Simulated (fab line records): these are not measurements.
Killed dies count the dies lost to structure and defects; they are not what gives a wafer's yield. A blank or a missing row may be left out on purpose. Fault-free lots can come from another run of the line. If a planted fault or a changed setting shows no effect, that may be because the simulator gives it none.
Which of the tools did it? + flow nand_harc + 24 lots with 72 wafers sampled at 6 steps, on a route of 1159 steps

## WHAT EACH GAUGE READ, for each wafer
NHARC_P_M2_CD_MEAS_09: target cd 170 nm. Usual: 169.9 nm for cd_nm, sd 0.98.
| lot  | measured     | on        | cd_nm (nm)        | flag |
|------|--------------|-----------|-------------------|------|
| L074 | day 5 18:21  | cd_sem-01 | 169.8 169.1 171.1 |      |
| L075 | day 6 13:50  | cd_sem-02 | 171.8 171.0 171.3 |      |
| L078 | day 7 03:35  | cd_sem-02 | 170.8 169.7 169.7 |      |
| L076 | day 7 04:05  | cd_sem-01 | 171.7 171.0 170.0 |      |
| L077 | day 7 04:19  | cd_sem-03 | 169.6 170.0 170.9 |      |
| L080 | day 7 12:56  | cd_sem-02 | 169.0 170.2 170.1 |      |
| L079 | day 7 14:03  | cd_sem-03 | 170.6 172.0 171.9 |      |
| L082 | day 7 23:01  | cd_sem-03 | 169.9 169.9 168.7 |      |
| L081 | day 8 02:11  | cd_sem-02 | 170.5 169.7 168.7 |      |
| L085 | day 8 17:02  | cd_sem-02 | 170.2 170.4 169.0 |      |
| L083 | day 8 17:40  | cd_sem-02 | 170.6 169.9 169.7 |      |
| L084 | day 8 19:36  | cd_sem-03 | 168.0 170.7 169.3 |      |
| L087 | day 9 05:01  | cd_sem-01 | 170.0 168.6 169.4 |      |
| L086 | day 9 06:08  | cd_sem-02 | 169.3 169.0 169.2 |      |
| L089 | day 9 16:29  | cd_sem-03 | 170.6 171.8 171.5 |      |
| L088 | day 9 17:13  | cd_sem-03 | 171.3 170.0 170.7 |      |
| L090 | day 10 12:15 | cd_sem-03 | 169.8 168.6 169.7 |      |
| L091 | day 10 12:31 | cd_sem-03 | 170.4 169.4 169.7 |      |
| L092 | day 10 18:29 | cd_sem-01 | 169.1 168.9 170.1 |      |
| L093 | day 10 23:01 | cd_sem-01 | 170.7 171.3 171.1 |      |
| L094 | day 11 04:49 | cd_sem-03 | 169.6 167.9 169.8 |      |
| L096 | day 11 17:25 | cd_sem-01 | 169.0 168.2 168.7 |      |
| L095 | day 11 18:55 | cd_sem-01 | 170.0 170.6 169.8 |      |
| L097 | day 11 19:04 | cd_sem-03 | 169.3 170.3 169.8 |      |

## WHAT TOOL EACH LOT RAN ON (gives the tool, then ch and the chambers of the sampled wafers, and finally the start)
| lot  | NHARC_P_GATE_STRIP_95                | NHARC_P_GATE_RTA_82              | NHARC_P_CONTACT_ALD_22              | NHARC_P_M0_ETCH_15                            | NHARC_P_M0_DEGAS_28          |
|------|--------------------------------------|----------------------------------|-------------------------------------|-----------------------------------------------|------------------------------|
| L074 | plasma_asher-02 ch 0,1, day 5 02:13  | rtp_anneal-01 ch 0, day 5 03:56  | ald_metal-02 ch 1,2,3, day 5 07:54  | rie_diel-11 ch 0,3, day 5 11:10 or earlier    | pvd_sputter-01, day 5 11:10  |
| L075 | plasma_asher-02 ch 0,1, day 5 14:34  | rtp_anneal-02 ch 0, day 5 16:12  | ald_metal-02 ch 0,2,3, day 5 20:09  | rie_diel-07 ch 1,2,3, day 6 06:40 or earlier  | pvd_sputter-01, day 6 06:40  |
| L078 | plasma_asher-02 ch 0,1, day 6 03:34  | rtp_anneal-01 ch 0, day 6 05:11  | ald_metal-04 ch 0,1, day 6 08:56    | rie_diel-04 ch 0,1,2, day 6 20:07 or earlier  | pvd_sputter-01, day 6 20:07  |
| L076 | plasma_asher-01 ch 0,1, day 6 03:58  | rtp_anneal-02 ch 0, day 6 05:38  | ald_metal-01 ch 1,2,3, day 6 09:32  | rie_diel-07 ch 0,1,2, day 6 20:40 or earlier  | pvd_sputter-02, day 6 20:40  |
| L077 | plasma_asher-02 ch 0,1, day 6 04:20  | rtp_anneal-01 ch 0, day 6 05:59  | ald_metal-02 ch 0,2,3, day 6 09:50  | rie_diel-11 ch 0,1,3, day 6 20:50 or earlier  | pvd_sputter-03, day 6 20:50  |
| L080 | plasma_asher-02 ch 0, day 6 17:38    | rtp_anneal-01 ch 0, day 6 19:16  | ald_metal-04 ch 0,3, day 6 23:14    | rie_diel-11 ch 1,2, day 7 05:47 or earlier    | pvd_sputter-03, day 7 05:47  |
| L079 | plasma_asher-02 ch 0,1, day 6 20:34  | rtp_anneal-02 ch 0, day 6 22:14  | ald_metal-02 ch 0,1,2, day 7 02:26  | rie_diel-07 ch 1,3, day 7 06:23 or earlier    | pvd_sputter-03, day 7 06:23  |
| L082 | plasma_asher-02 ch 0,1, day 7 05:01  | rtp_anneal-01 ch 0, day 7 06:43  | ald_metal-04 ch 0,3, day 7 10:33    | rie_diel-04 ch 1,3, day 7 15:43 or earlier    | pvd_sputter-02, day 7 15:43  |
| L081 | plasma_asher-02 ch 0,1, day 7 07:16  | rtp_anneal-02 ch 0, day 7 08:53  | ald_metal-01 ch 1,2,3, day 7 12:55  | rie_diel-04 ch 0,1,2, day 7 19:12 or earlier  | pvd_sputter-02, day 7 19:12  |
| L085 | plasma_asher-01 ch 0,1, day 7 23:14  | rtp_anneal-02 ch 0, day 8 01:00  | ald_metal-04 ch 0,1,3, day 8 04:50  | rie_diel-11 ch 2,3, day 8 09:52 or earlier    | pvd_sputter-02, day 8 09:52  |
| L083 | plasma_asher-02 ch 0,1, day 8 00:34  | rtp_anneal-01 ch 0, day 8 02:36  | ald_metal-01 ch 0,1, day 8 06:13    | rie_diel-07 ch 0,1, day 8 10:31 or earlier    | pvd_sputter-02, day 8 10:31  |
| L084 | plasma_asher-02 ch 0,1, day 8 03:51  | rtp_anneal-02 ch 0, day 8 05:31  | ald_metal-04 ch 0,3, day 8 09:18    | rie_diel-11 ch 0,2, day 8 12:30 or earlier    | pvd_sputter-03, day 8 12:30  |
| L087 | plasma_asher-01 ch 0,1, day 8 13:14  | rtp_anneal-01 ch 0, day 8 15:01  | ald_metal-04 ch 0,1,2, day 8 18:54  | rie_diel-07 ch 0,1,2, day 8 21:58 or earlier  | pvd_sputter-02, day 8 21:58  |
| L086 | plasma_asher-02 ch 0,1, day 8 13:50  | rtp_anneal-01 ch 0, day 8 15:38  | ald_metal-01 ch 0,2, day 8 19:41    | rie_diel-07 ch 0,1,3, day 8 22:49 or earlier  | pvd_sputter-03, day 8 22:49  |
| L089 | plasma_asher-01 ch 0,1, day 8 20:52  | rtp_anneal-01 ch 0, day 8 22:29  | ald_metal-01 ch 0,1,2, day 9 02:10  | rie_diel-07 ch 0,1,3, day 9 09:14 or earlier  | pvd_sputter-03, day 9 09:14  |
| L088 | plasma_asher-01 ch 0,1, day 9 00:13  | rtp_anneal-01 ch 0, day 9 02:04  | ald_metal-01 ch 0,1,3, day 9 05:53  | rie_diel-04 ch 0,1,2, day 9 09:37 or earlier  | pvd_sputter-02, day 9 09:37  |
| L090 | plasma_asher-01 ch 0,1, day 9 11:44  | rtp_anneal-02 ch 0, day 9 13:40  | ald_metal-02 ch 0,1,3, day 9 17:31  | rie_diel-11 ch 0,1,3, day 10 04:15 or earlier | pvd_sputter-01, day 10 04:15 |
| L091 | plasma_asher-02 ch 0, day 9 12:15    | rtp_anneal-02 ch 0, day 9 13:54  | ald_metal-04 ch 0,2, day 9 18:23    | rie_diel-04 ch 0,1,3, day 10 04:26 or earlier | pvd_sputter-01, day 10 04:26 |
| L092 | plasma_asher-02 ch 0,1, day 9 23:49  | rtp_anneal-02 ch 0, day 10 01:32 | ald_metal-01 ch 1,2, day 10 05:43   | rie_diel-07 ch 0,1,2, day 10 11:21 or earlier | pvd_sputter-01, day 10 11:21 |
| L093 | plasma_asher-01 ch 0,1, day 10 03:45 | rtp_anneal-01 ch 0, day 10 06:29 | ald_metal-01 ch 1,2,3, day 10 10:19 | rie_diel-04 ch 0,2,3, day 10 15:42 or earlier | pvd_sputter-02, day 10 15:42 |
| L094 | plasma_asher-02 ch 0,1, day 10 12:55 | rtp_anneal-02 ch 0, day 10 14:35 | ald_metal-01 ch 1,2,3, day 10 18:26 | rie_diel-11 ch 0,2,3, day 10 21:44 or earlier | pvd_sputter-02, day 10 21:44 |
| L096 | plasma_asher-01 ch 0, day 10 18:56   | rtp_anneal-02 ch 0, day 10 20:35 | ald_metal-02 ch 1,3, day 11 00:33   | rie_diel-11 ch 0,2, day 11 10:25 or earlier   | pvd_sputter-01, day 11 10:25 |
| L095 | plasma_asher-02 ch 0,1, day 10 20:19 | rtp_anneal-02 ch 0, day 10 22:00 | ald_metal-04 ch 0,3, day 11 01:46   | rie_diel-11 ch 0,1,3, day 11 11:41 or earlier | pvd_sputter-02, day 11 11:41 |
| L097 | plasma_asher-02 ch 0, day 10 23:15   | rtp_anneal-01 ch 0, day 11 00:52 | ald_metal-01 ch 1,2,3, day 11 04:37 | rie_diel-07 ch 0,1,2, day 11 11:49 or earlier | pvd_sputter-03, day 11 11:49 |
- NHARC_P_GATE_STRIP_95: strips in O2.
- NHARC_P_GATE_RTA_82: time 30 s.
- NHARC_P_CONTACT_ALD_22: deposits TiN, target thk 3 nm, pulse time 1 s, ald cycles 150.
- NHARC_P_M0_ETCH_15: etches the open film in C4F8/Ar, target depth 150 nm, overetch 15 nm, time 82.5 s.
- NHARC_P_M0_DEGAS_28: time 60 s.

## WHAT THE TOOLS THEMSELVES READ (means of the sampled wafers that have a number; where no wafer has one, the mark that the record gives instead)
NHARC_P_GATE_STRIP_95. Usual: drypump_motor_current_A 5.3 A, standard deviation 0.42; heater_power_w 342 W, standard deviation 17; temp_c 249.99 C, standard deviation 0.18.
| lot  | tool            | drypump_motor_current_A (A) | heater_power_w (W) | temp_c (C) | flag |
|------|-----------------|-----------------------------|--------------------|------------|------|
| L074 | plasma_asher-02 | 5.5                         | 339                | 249.80     |      |
| L075 | plasma_asher-02 | 5.1                         | 349                | 249.80     |      |
| L078 | plasma_asher-02 | 5.1                         | 350                | 250.12     |      |
| L076 | plasma_asher-01 | 5.5                         | 344                | 249.95     |      |
| L077 | plasma_asher-02 | 5.4                         | 337                | 249.82     |      |
| L080 | plasma_asher-02 | 4.8                         | 354                | 249.67     |      |
| L079 | plasma_asher-02 | 5.4                         | 338                | 250.11     |      |
| L082 | plasma_asher-02 | 5.5                         | 339                | 249.95     |      |
| L081 | plasma_asher-02 | 5.1                         | 344                | 250.02     |      |
| L085 | plasma_asher-01 | 5.4                         | 334                | 250.20     |      |
| L083 | plasma_asher-02 | 5.4                         | 341                | 249.92     |      |
| L084 | plasma_asher-02 | 5.4                         | 340                | 249.83     |      |
| L087 | plasma_asher-01 | 5.5                         | 345                | 250.03     |      |
| L086 | plasma_asher-02 | 5.5                         | 332                | 249.95     |      |
| L089 | plasma_asher-01 | 5.5                         | 339                | 250.10     |      |
| L088 | plasma_asher-01 | 5.5                         | 341                | 250.06     |      |
| L090 | plasma_asher-01 | 5.5                         | 343                | 249.78     |      |
| L091 | plasma_asher-02 | 4.8                         | 369                | 250.18     |      |
| L092 | plasma_asher-02 | 5.1                         | 355                | 250.00     |      |
| L093 | plasma_asher-01 | 5.4                         | 336                | 250.00     |      |
| L094 | plasma_asher-02 | 5.1                         | 351                | 250.09     |      |
| L096 | plasma_asher-01 | 5.7                         | 349                | 250.13     |      |
| L095 | plasma_asher-02 | 5.1                         | 358                | 250.07     |      |
| L097 | plasma_asher-02 | 4.8                         | 373                | 249.94     |      |

NHARC_P_GATE_RTA_82. Usual: lamp_power_pct 4.1 %, standard deviation 0.83; wafer_temp_C_max 452.1, standard deviation 0.54.
| lot  | tool          | lamp_power_pct (%) | wafer_temp_C_max | flag |
|------|---------------|--------------------|------------------|------|
| L074 | rtp_anneal-01 | 5.0                | 452.4            |      |
| L075 | rtp_anneal-02 | 3.3                | 451.4            |      |
| L078 | rtp_anneal-01 | 5.0                | 452.8            |      |
| L076 | rtp_anneal-02 | 3.3                | 451.9            |      |
| L077 | rtp_anneal-01 | 5.0                | 452.9            |      |
| L080 | rtp_anneal-01 | 5.0                | 452.2            |      |
| L079 | rtp_anneal-02 | 3.3                | 451.9            |      |
| L082 | rtp_anneal-01 | 5.0                | 452.9            |      |
| L081 | rtp_anneal-02 | 3.3                | 451.7            |      |
| L085 | rtp_anneal-02 | 3.3                | 451.6            |      |
| L083 | rtp_anneal-01 | 5.0                | 452.4            |      |
| L084 | rtp_anneal-02 | 3.3                | 452.0            |      |
| L087 | rtp_anneal-01 | 5.0                | 452.2            |      |
| L086 | rtp_anneal-01 | 5.0                | 452.5            |      |
| L089 | rtp_anneal-01 | 5.0                | 452.5            |      |
| L088 | rtp_anneal-01 | 5.0                | 452.4            |      |
| L090 | rtp_anneal-02 | 3.3                | 452.2            |      |
| L091 | rtp_anneal-02 | 3.3                | 451.8            |      |
| L092 | rtp_anneal-02 | 3.3                | 451.9            |      |
| L093 | rtp_anneal-01 | 5.0                | 452.3            |      |
| L094 | rtp_anneal-02 | 3.3                | 452.0            |      |
| L096 | rtp_anneal-02 | 3.3                | 451.4            |      |
| L095 | rtp_anneal-02 | 3.3                | 451.6            |      |
| L097 | rtp_anneal-01 | 5.0                | 452.1            |      |

NHARC_P_CONTACT_ALD_22. Usual: heater_power_w 1092 W, standard deviation 100; precursor_pulse_height_rel 1.000, standard deviation 0.019.
| lot  | tool         | heater_power_w (W) | precursor_pulse_height_rel | flag |
|------|--------------|--------------------|----------------------------|------|
| L074 | ald_metal-02 | 1201               | 1.012                      |      |
| L075 | ald_metal-02 | 1161               | 1.000                      |      |
| L078 | ald_metal-04 | 1016               | 0.997                      |      |
| L076 | ald_metal-01 | 1122               | 1.004                      |      |
| L077 | ald_metal-02 | 1168               | 0.996                      |      |
| L080 | ald_metal-04 | 1068               | 1.008                      |      |
| L079 | ald_metal-02 | 1098               | 0.976                      |      |
| L082 | ald_metal-04 | 1109               | 1.026                      |      |
| L081 | ald_metal-01 | 1087               | 1.010                      |      |
| L085 | ald_metal-04 | 1038               | 0.982                      |      |
| L083 | ald_metal-01 | 1162               | 0.996                      |      |
| L084 | ald_metal-04 | 1067               | 0.993                      |      |
| L087 | ald_metal-04 | 1018               | 1.004                      |      |
| L086 | ald_metal-01 | 1022               | 1.001                      |      |
| L089 | ald_metal-01 | 1077               | 1.014                      |      |
| L088 | ald_metal-01 | 1064               | 0.998                      |      |
| L090 | ald_metal-02 | 1149               | 0.990                      |      |
| L091 | ald_metal-04 | 1041               | 1.024                      |      |
| L092 | ald_metal-01 | 1186               | 1.014                      |      |
| L093 | ald_metal-01 | 1111               | 0.999                      |      |
| L094 | ald_metal-01 | 1124               | 1.014                      |      |
| L096 | ald_metal-02 | 1188               | 1.013                      |      |
| L095 | ald_metal-04 | 1045               | 0.978                      |      |
| L097 | ald_metal-01 | 1096               | 0.990                      |      |

NHARC_P_M0_ETCH_15. Usual: oes_product_au 0.956 a.u., standard deviation 0.022; rf_vpp_V 441.8 V, standard deviation 2.8.
| lot  | tool        | oes_product_au (a.u.) | rf_vpp_V (V) | flag |
|------|-------------|-----------------------|--------------|------|
| L074 | rie_diel-11 | 0.969                 | 441.5        |      |
| L075 | rie_diel-07 | 0.971                 | 443.9        |      |
| L078 | rie_diel-04 | 0.966                 | 441.6        |      |
| L076 | rie_diel-07 | 0.976                 | 442.5        |      |
| L077 | rie_diel-11 | 0.964                 | 440.9        |      |
| L080 | rie_diel-11 | 0.924                 | 441.7        |      |
| L079 | rie_diel-07 | 0.952                 | 445.6        |      |
| L082 | rie_diel-04 | 0.956                 | 439.8        |      |
| L081 | rie_diel-04 | 0.963                 | 442.3        |      |
| L085 | rie_diel-11 | 0.972                 | 442.1        |      |
| L083 | rie_diel-07 | 0.966                 | 441.5        |      |
| L084 | rie_diel-11 | 0.925                 | 441.3        |      |
| L087 | rie_diel-07 | 0.940                 | 442.2        |      |
| L086 | rie_diel-07 | 0.953                 | 443.0        |      |
| L089 | rie_diel-07 | 0.934                 | 442.6        |      |
| L088 | rie_diel-04 | 0.949                 | 442.7        |      |
| L090 | rie_diel-11 | 0.970                 | 440.8        |      |
| L091 | rie_diel-04 | 0.918                 | 440.9        |      |
| L092 | rie_diel-07 | 0.934                 | 441.3        |      |
| L093 | rie_diel-04 | 0.948                 | 439.3        |      |
| L094 | rie_diel-11 | 0.964                 | 441.4        |      |
| L096 | rie_diel-11 | 0.964                 | 441.1        |      |
| L095 | rie_diel-11 | 0.973                 | 441.5        |      |
| L097 | rie_diel-07 | 0.978                 | 442.7        |      |

NHARC_P_M0_DEGAS_28. Usual: 348 W for heater_power_w, sd 35.
| lot  | tool           | heater_power_w (W) | flag |
|------|----------------|--------------------|------|
| L074 | pvd_sputter-01 | 353                |      |
| L075 | pvd_sputter-01 | 326                |      |
| L078 | pvd_sputter-01 | 308                |      |
| L076 | pvd_sputter-02 | 337                |      |
| L077 | pvd_sputter-03 | 360                |      |
| L080 | pvd_sputter-03 | 351                |      |
| L079 | pvd_sputter-03 | 357                |      |
| L082 | pvd_sputter-02 | 314                |      |
| L081 | pvd_sputter-02 | 331                |      |
| L085 | pvd_sputter-02 | 341                |      |
| L083 | pvd_sputter-02 | 348                |      |
| L084 | pvd_sputter-03 | 351                |      |
| L087 | pvd_sputter-02 | 337                |      |
| L086 | pvd_sputter-03 | 363                |      |
| L089 | pvd_sputter-03 | 362                |      |
| L088 | pvd_sputter-02 | 348                |      |
| L090 | pvd_sputter-01 | 387                |      |
| L091 | pvd_sputter-01 | 353                |      |
| L092 | pvd_sputter-01 | 309                |      |
| L093 | pvd_sputter-02 | 314                |      |
| L094 | pvd_sputter-02 | 331                |      |
| L096 | pvd_sputter-01 | 316                |      |
| L095 | pvd_sputter-02 | 345                |      |
| L097 | pvd_sputter-03 | 354                |      |

## THE ANSWER, worked out from the rows above alone
Rule: lot off if the mean of its wafers having a number is beyond 3 standard deviations from the usual mean. A lot without any number at a reading at which 4 lots or more have one is off too. The other lots that the step has rows for count as sound. The gauges are gone through in route order, then the tools' own readings, and for those a lot's mean is taken as printed above. The first step at which some lot is off is used, and at that step the reading that is off furthest; a lot without a number counts as furthest.
No lot is off on any of the readings shown, so nothing can be concluded from this.

## WHAT WAS PUT IN BY THE SIMULATOR
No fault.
